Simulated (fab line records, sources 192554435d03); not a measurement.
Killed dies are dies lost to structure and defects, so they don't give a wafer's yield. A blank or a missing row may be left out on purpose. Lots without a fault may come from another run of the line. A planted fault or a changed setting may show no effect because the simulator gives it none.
fab line records | flow n5_finfet
record lots=7 wafers=21
route steps=1938 shown BEOL_M15@1824 PASSIVATION@1903
start_h: hours from the record's first day to the start of the lot's first wafer shown | wait_h: hours since the lot's step before | " the same as in the row above | L1.1+2: a row that stands for several wafers | - no value, or no start given | * or withheld: withheld | < > ~ a bound
route shown NAME@n: a module of which the file shows steps, and the number in the route of the first | usual: mean/standard deviation of fault-free wafers | same: alike in all rows | chamber/n: place in a boat | sites: the reading at each site | _std_site: their standard deviation | _edge_site: outer sites' mean less inner sites' | radius_mm: how far each site lies from the wafer's centre | mask NAME#n: copy n | behind: the tool/chamber that last shaped the wafer | hold: why the lot was held/for how many hours/how that ended | device: the transistor (n, p or np) that didn't switch | end of line: the same wafers' tests at the end of the route | a step without rows: its recipe alone | killed: dies lost to structure and defects at the first sort, not the wafer's yield | map: a wafer's dies, x killed, . not, _ none there
set.NAME: the setting as run; set.NAME@STEP: as run at that earlier step | model.NAME: the simulator's own value behind a step, which no gauge read
lots whose settings were changed on purpose; a table a step, a row a wafer
## steps
# step N5_BEOL_M15_CMP_49
# recipe stop_on=SiO2 t_overpolish_s=4.9 down_force_psi=2 platen_rpm=80 clearing_platen_down_force_psi=2 clearing_platen_rpm=80 post_cmp_clean=cu_alkaline target_thk_nm=850 clearing_platen_pad_velocity_m_s=1.5917 pad_velocity_m_s=1.5917
# usual barrier_field_endpoint_s=11.3/0.3
# columns lot.wafer tool chamber start_h wait_h set.down_force_psi barrier_field_endpoint_s
L074.3 cmp-03 3 278.25 0.2 1.851 12.1
L074.1 " 0 " " 2 11.8
L074.5 " 2 " " 2 11.4
L075.4 cmp-03 2 284.60 0.1 2 11.7
L075.3 " 3 " " 2.381 9.4
L075.5 " 2 " " 2.381 9.7
L082.2 cmp-01 0 313.13 0.2 2 11.5
L082.3 " 2 " " 2 11.1
L082.4 " 3 " " 2 11.7
L090.4 cmp-03 3 351.01 0.1 2.27 9.4
L090.3 " 0 " " 2 11.7
L090.2 " 2 " " 2.27 9.8
L087.4 cmp-03 2 354.34 0.1 2 11.4
L087.1 " 1 " " 1.7 13.1
L087.5 " 3 " " 1.7 12.9
L094.3 cmp-04 3 391.88 0.2 2 11.5
L094.4 " 0 " " 2 11.0
L094.5 " 0 " " 2 11.1
L097.1 cmp-01 3 412.42 0.3 2 11.7
L097.4 " 1 " " 2 11.7
L097.2 " 2 " " 2 11.1
# step N5_BEOL_M15_DEP_53
# recipe material=SiCN target_thk_a=500 temp_c=withheld precursor=3MS/NH3 pressure_torr=3 rf_w=675 time_s=17.8
# columns lot.wafer tool chamber start_h wait_h set.time_s model.SiCN_of_BEOL_M15_DEP_53.thk_nm
L074.1 pecvd-04 1 278.57 0.0 19.85 55.2
L074.3 " 0 " " 17.8 49.8
L074.5 " 2 " " 19.85 55.6
L075.3 pecvd-03 2 284.96 0.0 16.24 46
L075.4 " 1 " " 17.8 50.6
L075.5 " 2 " " 17.8 51
L082.2 pecvd-03 1 313.49 0.0 17.8 49.8
L082.3 " 2 " " 17.8 50
L082.4 " 2 " " 17.8 50.8
L090.2 pecvd-01 0 351.37 0.0 17.8 49.8
L090.3 " 1 " " 17.8 49.2
L090.4 " 1 " " 17.8 50.2
L087.1 pecvd-04 0 354.70 0.0 17.8 50
L087.4 " 0 " " 17.8 50.6
L087.5 " 1 " " 17.8 50.2
L094.3 pecvd-04 0 392.26 0.0 17.8 50.4
L094.4+5 " 2 " " 17.8 50
L097.1 pecvd-03 0 412.77 0.0 17.8 48.4
L097.2 " 1 " " 17.8 49.6
L097.4 " 0 " " 17.8 49.4
# step N5_PASSIVATION_DEVELOP_29
# recipe develop_time_s=60 rinse_liquid=diw dry=air_spin dev_temp_c=21
# columns lot.wafer tool chamber start_h wait_h set.develop_time_s
L074.1 litho_track-03 0 - - 70.22
L074.3+5 " 0 " " 60
L075.3+4+5 litho_track-03 0 - - 60
L082.2 litho_track-05 0 - - 48.63
L082.3+4 " 0 " " 60
L090.2+4 litho_track-03 0 - - 72.52
L090.3 " 0 " " 60
L087.1 litho_track-04 0 - - 60
L087.4+5 " 0 " " 68.17
L094.3+4+5 litho_track-03 0 - - 60
L097.1+4 litho_track-05 0 - - 53.44
L097.2 " 0 " " 60
# step N5_PASSIVATION_PECVD_53
# recipe material=SiO2 target_thk_a=8000 temp_c=400 precursor=TEOS/O2 pressure_torr=6.5 rf_w=withheld teos_flow_sccm=withheld gas=O2 flow_sccm=2650 time_s=169.4
# columns lot.wafer tool chamber start_h wait_h set.time_s model.SiO2_of_PASSIVATION_PECVD_53.thk_nm
L074.1 pecvd-01 2 289.33 0.0 183.3 859.4
L074.3 " 2 " " 169.4 801.2
L074.5 " 2 " " 169.4 814.2
L075.3 pecvd-03 0 295.41 0.0 179 844.6
L075.4 " 1 " " 179 855.8
L075.5 " 0 " " 169.4 811.6
L082.2 pecvd-04 0 327.99 0.0 169.4 784.6
L082.3 " 0 " " 169.4 813.2
L082.4 " 1 " " 193.2 913.6
L090.2 pecvd-01 1 363.14 0.0 162.4 769.6
L090.3 " 2 " " 162.4 769.8
L090.4 " 2 " " 169.4 831
L087.1 pecvd-03 2 368.33 0.0 169.4 783.6
L087.4 " 2 " " 169.4 802.8
L087.5 " 1 " " 161.3 766.8
L094.3 pecvd-04 0 405.62 0.1 169.4 798.8
L094.4 " 2 " " 169.4 803.2
L094.5 " 2 " " 169.4 799.6
L097.1 pecvd-04 0 425.07 0.0 169.4 798
L097.2 " 2 " " 150.9 717.6
L097.4 " 2 " " 150.9 718.6
# step N5_PASSIVATION_PECVD_35
# recipe material=SiNx target_thk_a=7000 temp_c=400 precursor=SiH4/NH3/N2 pressure_torr=4.9 rf_w=1406 time_s=151.3
# columns lot.wafer tool chamber start_h wait_h set.time_s model.SiNx_of_PASSIVATION_PECVD_35.thk_nm
L074.1 pecvd-01 2 289.66 0.3 143.6 652.8
L074.3 " 2 " " 143.6 672.2
L074.5 " 2 " " 143.6 665
L075.3 pecvd-03 0 295.52 0.1 151.3 671.2
L075.4 " 1 " " 151.3 700.6
L075.5 " 0 " " 151.3 693
L082.2 pecvd-04 0 328.15 0.1 151.3 702.8
L082.3 " 0 " " 151.3 715.6
L082.4 " 1 " " 141.2 679.6
L090.2 pecvd-01 1 363.25 0.1 151.3 678.8
L090.3 " 2 " " 151.3 679.4
L090.4 " 2 " " 151.3 697
L087.1 pecvd-03 2 368.44 0.1 128.9 592.2
L087.4 " 2 " " 151.3 700.4
L087.5 " 1 " " 128.9 595
L094.3 pecvd-04 0 405.78 0.1 151.3 710.2
L094.4 " 2 " " 151.3 704.2
L094.5 " 2 " " 151.3 712.6
L097.1 pecvd-04 0 425.18 0.1 151.3 694
L097.2 " 2 " " 151.3 693.2
L097.4 " 2 " " 161.8 763.6
# step N5_PASSIVATION_HMDS_37
# recipe time_s=60 temp_c=120
# step N5_PASSIVATION_COAT_38
# recipe spin_rpm=3000 resist_thk_nm=withheld
# step N5_PASSIVATION_SRD_72
# recipe dry=ipa_marangoni time_s=30 temp_c=23 rinse_liquid=diw
# step N5_PASSIVATION_ANNEAL_56
# recipe temp_c=400 time_s=1800 ambient=FGA idle_temp_c=300 ramp_up_c_per_min=5 ramp_down_c_per_min=3
# step N5_PASSIVATION_PROBE_49
# usual defect_limited_yield=91.2/1.5 killed_at_M0_to_M3=33/9.6 killed_at_M4_up=14/5.6 killed_at_contacts=14/5.5 killed_at_front_end=40/13 killed_at_other=4/3 killed_dies=104/17 killed_open=68/13 killed_short=33/7.2 sort_bin_5_function=5.2/0.95 sort_bin_6_memory=3.3/0.62 sort_bin_8_speed=0.00/0.012 sort_n_pass=1076/17
# same gross_dies=1180 killed_at_back_side=0 sort_bin_4_leakage[%]=0
# columns lot.wafer tool chamber start_h wait_h set.develop_time_s@PASSIVATION_DEVELOP_29 set.time_s@PASSIVATION_PECVD_53 defect_limited_yield[%] killed_at_M0_to_M3 killed_at_M4_up killed_at_contacts killed_at_front_end killed_at_other killed_dies killed_open killed_short sort_bin_5_function[%] sort_bin_6_memory[%] sort_bin_8_speed[%] sort_n_pass
L074.1 prober-02 - 293.66 0.0 70.22 183.3 52.9 242 17 8 15 274 556 59 21 33.6 6.1 6.95 624
L074.3 prober-02 - 293.76 0.1 60 169.4 86.9 81 19 11 42 2 155 84 34 7.5 3.1 2.37 1025
L074.5 prober-02 - 293.86 0.2 60 169.4 83.2 147 16 13 19 3 198 43 25 9.9 5.6 0.42 982
L075.3 prober-02 - 299.24 0.1 60 179 88.9 25 18 9 23 56 131 55 21 8.8 1.9 0 1049
L075.4 prober-02 - 299.29 0.2 60 179 89.3 30 11 8 21 56 126 46 28 8.0 2.5 0 1054
L075.5 prober-02 - 299.34 0.2 60 169.4 92.9 31 8 14 29 2 84 53 31 4.3 2.5 0 1096
L082.2 prober-02 - 331.95 0.1 48.63 169.4 70.8 259 20 13 52 1 345 69 38 16.8 11.4 0 835
L082.3 prober-02 - 332.00 0.1 60 169.4 2.3 1085 27 11 29 1 1153 69 31 94.7 3.0 0 27
L082.4 prober-02 - 332.05 0.2 60 193.2 2.8 43 8 13 37 1046 1147 64 36 93.6 3.2 0 33
L090.2 prober-02 - 366.86 0.1 72.52 162.4 92.9 25 11 16 29 3 84 65 17 3.6 3.3 0 1096
L090.3 prober-02 - 366.91 0.1 60 162.4 76.3 203 31 7 39 0 280 70 34 20.3 3.0 0 900
L090.4 prober-02 - 366.96 0.2 72.52 169.4 77.2 200 11 10 42 6 269 60 43 19.0 3.7 0 911
L087.1 prober-01 - 372.57 0.0 60 169.4 89.5 36 9 21 50 8 124 68 36 6.4 3.3 0 1056
L087.4 prober-01 - 372.72 0.2 68.17 169.4 90.3 18 11 21 55 9 114 62 38 6.1 3.1 0 1066
L087.5 prober-01 - 372.77 0.2 68.17 161.3 90.7 24 9 13 50 14 110 69 31 5.3 3.5 0 1070
L094.3 prober-02 - 409.59 0.1 60 169.4 91.5 36 14 24 24 2 100 72 27 4.8 3.6 0 1080
L094.4 prober-02 - 409.64 0.2 60 169.4 87.6 53 16 15 62 0 146 103 41 7.1 4.8 0 1034
L094.5 prober-02 - 409.69 0.2 60 169.4 89.8 32 9 22 57 0 120 79 40 5.8 4.1 0 1060
L097.1 prober-01 - 429.05 0.0 53.44 169.4 0.1 1130 17 13 18 1 1179 55 23 97.3 2.4 0 1
L097.2 prober-01 - 429.10 0.1 60 150.9 0 1122 17 11 27 3 1180 60 34 96.5 3.1 0 0
L097.4 prober-01 - 429.20 0.2 53.44 150.9 0 1137 10 11 17 5 1180 40 30 97.5 2.4 0 0
# killed by level:class
L074.1 PASSIVATION:area_pecvd=271 BEOL_M3:area_expose=113 BEOL_M3:area_ecd=82 BEOL_M2:geometric_particle:open=14 BEOL_M0_SAQP:geometric_particle:open=10 MOL_CONTACT_COAG:geometric_particle:open=8 BEOL_M3:geometric_particle:open=6 BEOL_M5:geometric_particle:open=6
L074.3 BEOL_M3:area_ecd=28 BEOL_M2:geometric_particle:open=11 FIN_SAQP:geometric_particle:open=10 BEOL_M1:geometric_particle:open=10 BEOL_M5:geometric_particle:open=9 BEOL_M3:geometric_particle:open=9 BEOL_M0_SAQP:geometric_particle:open=8 MOL_CONTACT_COAG:geometric_particle:open=7
L074.5 BEOL_M3:area_expose=122 MOL_CONTACT_COAG:geometric_particle:open=11 BEOL_M2:geometric_particle:open=5 BEOL_M3:area_ecd=5 FIN_SAQP:geometric_particle:open=4 GATE_CUT:geometric_particle:short=4 BEOL_M0_SAQP:geometric_particle:open=4 BEOL_M5:geometric_particle:open=4
L075.3 PASSIVATION:area_pecvd=54 BEOL_M0_SAQP:geometric_particle:open=8 BEOL_M3:geometric_particle:open=7 MOL_CONTACT_COAG:geometric_particle:open=7 BEOL_M4:geometric_particle:open=6 BEOL_M1:geometric_particle:open=4 STI_FIN_REVEAL:geometric_particle:open=3 DUMMY_GATE:geometric_particle:short=3
L075.4 PASSIVATION:area_pecvd=51 BEOL_M0_SAQP:geometric_particle:open=9 MOL_CONTACT_COAG:geometric_particle:open=7 BEOL_M2:geometric_particle:open=7 BEOL_M0_SAQP:geometric_particle:short=6 DUMMY_GATE:geometric_particle:open=5 BEOL_M2:geometric_particle:short=4 GATE_CUT:geometric_particle:short=3
L075.5 MOL_CONTACT_COAG:geometric_particle:open=11 BEOL_M0_SAQP:geometric_particle:open=9 DUMMY_GATE:geometric_particle:open=8 BEOL_M0_SAQP:geometric_particle:short=8 BEOL_M2:geometric_particle:open=6 BEOL_M8:geometric_particle:open=4 FIN_SAQP:geometric_particle:open=3 DUMMY_GATE:geometric_particle:short=3
L082.2 BEOL_M3:area_expose=232 FIN_SAQP:geometric_particle:short=15 MOL_CONTACT_COAG:geometric_particle:open=11 STI_FIN_REVEAL:geometric_particle:open=8 BEOL_M1:geometric_particle:open=7 GATE_CUT:geometric_particle:short=5 BEOL_M2:geometric_particle:open=5 BEOL_M5:geometric_particle:open=5
L082.3 BEOL_M0_SAQP:area_ald=1050 BEOL_M2:geometric_particle:open=16 MOL_CONTACT_COAG:geometric_particle:open=10 FIN_SAQP:geometric_particle:short=7 BEOL_M4:geometric_particle:open=7 BEOL_M4:geometric_particle:short=5 BEOL_M5:geometric_particle:open=5 ILD0:geometric_particle:open=4
L082.4 PASSIVATION:area_pecvd=1046 BEOL_M0_SAQP:geometric_particle:open=10 MOL_CONTACT_COAG:geometric_particle:open=9 BEOL_M0_SAQP:geometric_particle:short=9 FIN_SAQP:geometric_particle:open=7 STI_FIN_REVEAL:geometric_particle:open=7 BEOL_M2:geometric_particle:open=6 BEOL_M3:geometric_particle:open=6
L090.2 MOL_CONTACT_COAG:geometric_particle:open=16 STI_FIN_REVEAL:geometric_particle:open=9 BEOL_M0_SAQP:geometric_particle:open=6 BEOL_M3:geometric_particle:open=6 BEOL_M0_SAQP:geometric_particle:short=5 BEOL_M2:geometric_particle:open=4 FIN_SAQP:geometric_particle:open=3 DUMMY_GATE:geometric_particle:open=3
L090.3 BEOL_M0_SAQP:area_ald=174 BEOL_M4:geometric_particle:open=13 FIN_SAQP:geometric_particle:open=7 DUMMY_GATE:geometric_particle:open=7 FIN_SAQP:geometric_particle:short=6 GATE_CUT:geometric_particle:short=6 MOL_CONTACT_COAG:geometric_particle:open=5 BEOL_M3:geometric_particle:open=5
L090.4 BEOL_M0_SAQP:area_ald=165 BEOL_M0_SAQP:geometric_particle:short=15 BEOL_M0_SAQP:geometric_particle:open=9 FIN_SAQP:geometric_particle:open=7 BEOL_M3:geometric_particle:open=7 GATE_CUT:geometric_particle:open=6 BEOL_M4:geometric_particle:open=6 MOL_CONTACT_COAG:geometric_particle:open=6
L087.1 FIN_SAQP:geometric_particle:open=13 BEOL_M0_SAQP:geometric_particle:open=13 FIN_SAQP:geometric_particle:short=10 MOL_CONTACT_COAG:area_expose=10 STI_FIN_REVEAL:geometric_particle:open=9 BEOL_M0_SAQP:geometric_particle:short=9 MOL_CONTACT_COAG:geometric_particle:open=8 BEOL_M2:geometric_particle:open=6
L087.4 STI_FIN_REVEAL:geometric_particle:open=11 FIN_SAQP:geometric_particle:open=10 MOL_CONTACT_COAG:geometric_particle:open=9 MOL_CONTACT_COAG:area_expose=9 FIN_SAQP:geometric_particle:short=6 ILD0:geometric_particle:short=6 GATE_CUT:geometric_particle:open=6 BEOL_M2:geometric_particle:open=6
L087.5 STI_FIN_REVEAL:geometric_particle:open=18 MOL_CONTACT_COAG:geometric_particle:open=13 FIN_SAQP:geometric_particle:short=8 FIN_SAQP:geometric_particle:open=6 BEOL_M3:geometric_particle:open=6 STARTING-WAFER:geometric_particle:short=5 BEOL_M2:geometric_particle:open=4 PASS1_CAP:geometric_particle:short=4
L094.3 MOL_CONTACT_COAG:geometric_particle:open=20 BEOL_M2:geometric_particle:open=11 BEOL_M3:geometric_particle:open=10 STI_FIN_REVEAL:geometric_particle:open=6 BEOL_M4:geometric_particle:open=6 FIN_SAQP:geometric_particle:short=5 DUMMY_GATE:geometric_particle:open=5 BEOL_M0_SAQP:geometric_particle:short=5
L094.4 STI_FIN_REVEAL:geometric_particle:open=34 MOL_CONTACT_COAG:geometric_particle:open=13 BEOL_M2:geometric_particle:open=12 BEOL_M3:geometric_particle:open=11 BEOL_M0_SAQP:geometric_particle:short=10 FIN_SAQP:geometric_particle:open=8 BEOL_M0_SAQP:geometric_particle:open=8 STI_FIN_REVEAL:geometric_particle:short=7
L094.5 STI_FIN_REVEAL:geometric_particle:open=28 MOL_CONTACT_COAG:geometric_particle:open=18 BEOL_M0_SAQP:geometric_particle:short=8 BEOL_M3:geometric_particle:open=7 BEOL_M0_SAQP:geometric_particle:open=6 FIN_SAQP:geometric_particle:open=5 FIN_SAQP:geometric_particle:short=5 BEOL_M1:geometric_particle:short=5
L097.1 BEOL_M0_SAQP:area_ald=1101 MOL_CONTACT_COAG:geometric_particle:open=13 BEOL_M0_SAQP:geometric_particle:short=7 BEOL_M3:geometric_particle:open=6 SPACER0:geometric_particle:open=5 BEOL_M0_SAQP:geometric_particle:open=5 BEOL_M4:geometric_particle:open=5 FIN_SAQP:geometric_particle:short=4
L097.2 BEOL_M0_SAQP:area_ald=1086 BEOL_M0_SAQP:geometric_particle:short=14 MOL_CONTACT_COAG:geometric_particle:open=10 BEOL_M3:geometric_particle:open=8 BEOL_M0_SAQP:geometric_particle:open=7 BEOL_M4:geometric_particle:open=7 STARTING-WAFER:geometric_particle:short=7 GATE_CUT:geometric_particle:open=5
L097.4 BEOL_M0_SAQP:area_ald=1110 BEOL_M0_SAQP:geometric_particle:open=7 MOL_CONTACT_COAG:geometric_particle:open=6 BEOL_M0_SAQP:geometric_particle:short=5 MOL_CONTACT_COAG:geometric_particle:short=5 BEOL_M2:geometric_particle:open=5 GATE_CUT:geometric_particle:short=3 BEOL_M0:geometric_particle:open=3
## key
split step=N5_BEOL_M15_CMP_49 setting=down_force_psi stated=2 by=wafer
response step=N5_BEOL_M15_CMP_49 reading=barrier_field_endpoint_s change=-0.118 per=1% r=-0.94
split step=N5_BEOL_M15_DEP_53 setting=time_s stated=17.8 by=wafer
response step=N5_BEOL_M15_DEP_53 reading=model.SiCN_of_BEOL_M15_DEP_53.thk_nm change=+0.509 per=1% r=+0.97
split step=N5_PASSIVATION_DEVELOP_29 setting=develop_time_s stated=60 by=wafer
response step=N5_PASSIVATION_PROBE_49 reading=sort_bin_5_function shape=bent at_lowest=16.8 at_stated=28.3 at_highest=11.3
split step=N5_PASSIVATION_PECVD_53 setting=time_s stated=169.4 by=wafer
response step=N5_PASSIVATION_PECVD_53 reading=model.SiO2_of_PASSIVATION_PECVD_53.thk_nm change=+7.69 per=1% r=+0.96
response step=N5_PASSIVATION_PROBE_49 reading=killed_at_other shape=bent at_lowest=4 at_stated=3 at_highest=1046
split step=N5_PASSIVATION_PECVD_35 setting=time_s stated=151.3 by=wafer
response step=N5_PASSIVATION_PECVD_35 reading=model.SiNx_of_PASSIVATION_PECVD_35.thk_nm change=+7.26 per=1% r=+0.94
